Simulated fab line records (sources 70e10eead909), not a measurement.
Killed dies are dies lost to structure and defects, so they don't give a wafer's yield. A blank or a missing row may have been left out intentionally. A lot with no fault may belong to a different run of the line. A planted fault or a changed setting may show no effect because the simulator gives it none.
Matching of chambers | flow nand-harc | 4 sister chambers for NHARC_A_STAIRCASE_TRIM_12 on rie-diel-09
The step chemistry O2, time 211.2 s. 4 wafers are shown with their chamber, then 8 later ones without.

EACH WAFER AND ITS CHAMBER
wafer  | chamber | drypump-motor-current-A (A)
L536.1 | 1       | 5.8
L536.4 | 0       | 5.0
L536.5 | 3       | 6.0
L539.2 | 2       | 6.2

WAFERS WHOSE CHAMBER IS MISSING
wafer  | drypump-motor-current-A (A)
L539.3 | 6.0
L539.6 | 6.0
L541.2 | 6.2
L541.3 | 4.9
L541.6 | 6.2
L542.3 | 5.8
L542.4 | 4.9
L542.5 | 6.0

EACH ONE'S CHAMBER
wafer  | from the rows above | in truth
L539.3 | 3                   | 3
L539.6 | 3                   | 3
L541.2 | 2                   | 2
L541.3 | 0                   | 0
L541.6 | 2                   | 2
L542.3 | 1                   | 1
L542.4 | 0                   | 0
L542.5 | 3                   | 3
Correctly placed: 8 of 8. Not placeable from these rows: 0. Number placed wrongly: 0.
How it was worked out, from the rows above alone: a wafer's distance from a chamber is the root of the sum, over the readings, of the square of ((its reading less the chamber's mean) divided by the reading's scatter). The wafer belongs to the nearest chamber; if the next one is less than 2 further off, it can't be placed. The mean given for a chamber averages the wafers shown for that chamber. The scatter (one wafer shown for each chamber): square how far every hidden wafer sits from the nearest shown wafer, average those squares and take the square root.
